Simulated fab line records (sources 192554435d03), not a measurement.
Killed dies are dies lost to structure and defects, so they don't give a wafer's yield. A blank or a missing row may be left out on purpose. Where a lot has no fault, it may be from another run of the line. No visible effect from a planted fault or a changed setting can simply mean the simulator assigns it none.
Which tool is to blame?	flow n5_finfet	12 lots with 36 wafers sampled at 4 steps, on a route of 1938 steps

== WHAT EACH GAUGE READ, for each wafer ==
N5_BEOL_M9_CD_MEAS_11: target cd 64.1 nm.
lot	measured	on	cd_nm (nm)
L470	day 10 08:36	cd_sem-02	64.9 65.0 64.4
L472	day 10 12:36	cd_sem-03	63.7 64.0 63.4
L471	day 10 12:38	cd_sem-01	64.3 63.8 63.7
L474	day 10 12:41	cd_sem-02	64.5 64.7 64.5
L473	day 10 15:19	cd_sem-01	64.1 64.2 63.5
L477	day 11 15:24	cd_sem-02	65.1 64.6 65.0
L479	day 13 00:34	cd_sem-02	63.2 64.1 63.7
L484	day 13 12:06	cd_sem-01	64.1 64.0 64.0
L487	day 14 14:47	cd_sem-03	63.4 63.5 64.1
L489	day 15 04:25	cd_sem-02	64.3 64.7 64.9
L490	day 15 07:11	cd_sem-01	63.8 63.7 63.2
L491	day 15 11:19	cd_sem-02	64.4 64.2 65.2

== EACH LOT AND THE TOOL THAT RAN IT (in order: tool; ch and the chambers of the sampled wafers; start) ==
lot	N5_BEOL_M9_CURE_71	N5_BEOL_M9_HM_DEP_02	N5_BEOL_M9_COAT_59
L470	uv_cure-01 ch 0, day 10 06:34	pvd_sputter-03, day 10 08:14	litho_track-02 ch 0, day 10 08:22
L472	uv_cure-01 ch 1, day 10 09:05	pvd_sputter-02, day 10 12:06	litho_track-04 ch 0, day 10 12:14
L471	uv_cure-02 ch 0, day 10 09:34	pvd_sputter-01, day 10 12:12	litho_track-01 ch 0, day 10 12:19
L474	uv_cure-03 ch 0, day 10 10:07	pvd_sputter-02, day 10 12:12	litho_track-04 ch 0, day 10 12:20
L473	uv_cure-01 ch 0, day 10 13:41	pvd_sputter-01, day 10 14:56	litho_track-04 ch 0, day 10 15:04
L477	uv_cure-02 ch 2, day 11 13:02	pvd_sputter-03, day 11 15:02	litho_track-04 ch 0, day 11 15:10
L479	uv_cure-03 ch 1, day 12 21:55	pvd_sputter-03, day 13 00:11	litho_track-02 ch 0, day 13 00:19
L484	uv_cure-02 ch 0, day 13 09:17	pvd_sputter-01, day 13 11:36	litho_track-04 ch 0, day 13 11:44
L487	uv_cure-01 ch 0, day 14 11:23	pvd_sputter-03, day 14 14:25	litho_track-04 ch 0, day 14 14:32
L489	uv_cure-02 ch 1, day 15 03:08	pvd_sputter-01, day 15 03:55	litho_track-01 ch 0, day 15 04:02
L490	uv_cure-02 ch 2, day 15 05:45	pvd_sputter-01, day 15 06:49	litho_track-02 ch 0, day 15 06:57
L491	uv_cure-03 ch 1, day 15 09:09	pvd_sputter-03, day 15 10:56	litho_track-01 ch 0, day 15 11:04
- N5_BEOL_M9_CURE_71: cures SiCOH lowk, time 240 s.
- N5_BEOL_M9_HM_DEP_02: deposits TiN, target thk 20 nm.
- N5_BEOL_M9_COAT_59: time 60 s, resist thk 100 nm.

== AS READ BY THE TOOLS THEMSELVES (means over the sampled wafers that have a number; for cases with no such wafer, the mark the record gives instead) ==
N5_BEOL_M9_CURE_71.
lot	tool	lamp_power_pct (%)	wafer_temp_C_max
L470	uv_cure-01	52.31	386.4
L472	uv_cure-01	52.29	386.2
L471	uv_cure-02	52.28	386.4
L474	uv_cure-03	52.30	387.4
L473	uv_cure-01	52.34	386.1
L477	uv_cure-02	52.29	386.9
L479	uv_cure-03	52.26	386.6
L484	uv_cure-02	52.33	386.8
L487	uv_cure-01	52.32	385.9
L489	uv_cure-02	52.32	386.9
L490	uv_cure-02	52.29	386.4
L491	uv_cure-03	52.30	386.9

N5_BEOL_M9_HM_DEP_02.
lot	tool	throttle_valve_pct (%)
L470	pvd_sputter-03	29.9
L472	pvd_sputter-02	30.4
L471	pvd_sputter-01	29.4
L474	pvd_sputter-02	29.7
L473	pvd_sputter-01	29.4
L477	pvd_sputter-03	29.1
L479	pvd_sputter-03	29.8
L484	pvd_sputter-01	30.6
L487	pvd_sputter-03	30.8
L489	pvd_sputter-01	30.6
L490	pvd_sputter-01	30.8
L491	pvd_sputter-03	30.5

N5_BEOL_M9_COAT_59.
lot	tool	spin_speed_rpm (rpm)
L470	litho_track-02	1501.4
L472	litho_track-04	1500.3
L471	litho_track-01	1501.1
L474	litho_track-04	1499.0
L473	litho_track-04	1500.1
L477	litho_track-04	1500.0
L479	litho_track-02	1499.8
L484	litho_track-04	1564.6
L487	litho_track-04	1565.8
L489	litho_track-01	1500.3
L490	litho_track-02	1500.3
L491	litho_track-01	1500.2

== THE ANSWER, worked out from the rows above alone ==
Rule: usual is defined by the lots themselves. The widest of any qualifying gaps counts: lots, ordered by their means at a reading, are off when they make up no more than a third of the lots, leave a main group of 4 or more, and stand apart from it by 3 or more times the standard deviation of that group's means. A main group is skipped when, at the precision printed for the reading in the tables above, its means are all equal. Also off: a lot with no number at a reading for which 4 or more lots have one. Any other lot the step has rows for is counted as sound. After the gauges, taken in route order, come the tools' own readings; for these a lot's mean is taken, as printed above. The first step at which some lot is off is used, and at that step the reading that is off furthest; a lot without a number counts as furthest.
Off, at N5_BEOL_M9_COAT_59 on spin_speed_rpm: L484, L487. The main group has a mean of 1500.2 rpm with a standard deviation of 0.62.
A tool fits if, at that step or a process step before it, it ran every lot that is off, and no sound lot after the first of them. One fits: N5_BEOL_M9_COAT_59 on litho_track-04. Its last sound lot is L477 (day 11 15:10), its first lot that is off L484 (day 13 11:44): a fault that began between those two fits.
On the lots that are off, the tool's own readings at N5_BEOL_M9_COAT_59 differ by more than 5 times the standard deviation of the sound lots' means, which bears it out; spin_speed_rpm reads 1565.2 rpm there versus 1500.2 rpm on the sound lots.

== WHAT HAD BEEN PUT IN BY THE SIMULATOR ==
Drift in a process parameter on litho_track-04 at N5_BEOL_M9_COAT_59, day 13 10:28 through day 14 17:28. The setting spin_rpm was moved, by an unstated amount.
Struck lots among those shown: L484, L487. Same finding as the rule above.
